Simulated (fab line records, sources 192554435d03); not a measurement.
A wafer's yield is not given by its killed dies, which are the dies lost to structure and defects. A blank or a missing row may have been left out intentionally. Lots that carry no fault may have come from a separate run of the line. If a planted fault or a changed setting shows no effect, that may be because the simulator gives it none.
One fault seen from 2 desks / flow n5-finfet / only its own numbers are on each desk; what lay behind them is given at the end

== FROM THE METROLOGY DESK ==
Means of the sampled wafers that have a number, per lot and without regard to the tool the lot ran on: this is what the gauges read. The brackets show how far a lot's mean lies from the usual mean; more than 4 standard deviations puts the lot out of limits, marked OUT. Shown here are 7 of its 10 readings, the ones lying furthest out on some lot.
Columns: A = DIBL_N at N5_BEOL_M4_RC_MEAS_101, usual 36.0 mV/V; B = DIBL_P at N5_BEOL_M4_RC_MEAS_101, usual 35.8 mV/V; C = IOFF_P at N5_BEOL_M4_RC_MEAS_101, usual 0.20 nA/um; D = ION_N at N5_BEOL_M4_RC_MEAS_101, usual 670 uA/um; E = ION_P at N5_BEOL_M4_RC_MEAS_101, usual 459 uA/um; F = SS_P at N5_BEOL_M4_RC_MEAS_101, usual 73.2 mV/dec; G = VT_P at N5_BEOL_M4_RC_MEAS_101, usual -252 mV
lot=L381; first seen here=day 9 11:49; A=35.6; B=34.2; C=0.18; D=660; E=455; F=72.7; G=-254
lot=L389; first seen here=day 11 07:01; A=34.6; B=35.4; C=0.19; D=666; E=459; F=73.2; G=-251
lot=L393; first seen here=day 11 22:16; A=37.0; B=38.2; C=0.21; D=672; E=456; F=73.5; G=-253
lot=L394; first seen here=day 12 21:17; A=36.4; B=38.3; C=0.24; D=684; E=466; F=73.3; G=-248
lot=L397; first seen here=day 13 03:50; A=36.0; B=33.8; C=0.17; D=673; E=453; F=72.6; G=-255
lot=L398; first seen here=day 13 06:11; A=35.7; B=35.7; C=0.20; D=678; E=463; F=73.2; G=-250
lot=L399; first seen here=day 14 05:24; A=34.8; B=33.2; C=0.17; D=669; E=458; F=72.9; G=-254
lot=L402; first seen here=day 15 06:46; A=36.0; B=36.4; C=0.23; D=678; E=467; F=74.0; G=-250
lot=L403; first seen here=day 15 11:20; A=33.1; B=32.2; C=0.14; D=648; E=446; F=72.2; G=-257
This desk found nothing out of limits on any of the 9 lots.

== TOOL OWNER'S DESK, cmp-04 ==
The tool's own readings at N5_ILD0_CMP_07 (polishes SiO2 flowable, stops on poly-Si, t overpolish 1.18 s, target thk 138.88 nm): means of the sampled wafers that have a number, for each lot that ran on this tool. The brackets show how far a lot's mean lies from the usual mean; more than 4 standard deviations puts the lot out of limits, marked OUT.
Columns: A = head-pressure-psi at N5_ILD0_CMP_07, usual 4.149 psi; B = motor-current-A at N5_ILD0_CMP_07, usual 12.4 A
lot=L381; first seen here=day 3 21:59; A=4.151; B=12.1
lot=L389; first seen here=day 5 19:48; A=4.061 (-10) OUT; B=12.7
lot=L403; first seen here=day 9 11:19; A=4.149; B=12.7
This desk's finding: out of limits on L389; first on L389, day 5 19:48 (head-pressure-psi at N5_ILD0_CMP_07). Within limits: L381, L403.

== BROUGHT TOGETHER ==
The tool owner's desk had the chance to raise an alarm at day 5 19:48 on L389.
The metrology desk saw nothing out of limits.
The metrology desk holds a record of L389, inside its limits.
All the named lots went through N5_ILD0_CMP_07 on cmp-04.

== WHAT WAS PUT IN BY THE SIMULATOR ==
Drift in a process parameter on cmp-04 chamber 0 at N5_ILD0_CMP_07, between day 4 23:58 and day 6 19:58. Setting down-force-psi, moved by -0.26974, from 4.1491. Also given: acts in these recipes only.
Lots struck among those shown: L389.
Delay in hours, fault start to first out-of-limits reading, by desk: the tool owner's desk at 20.
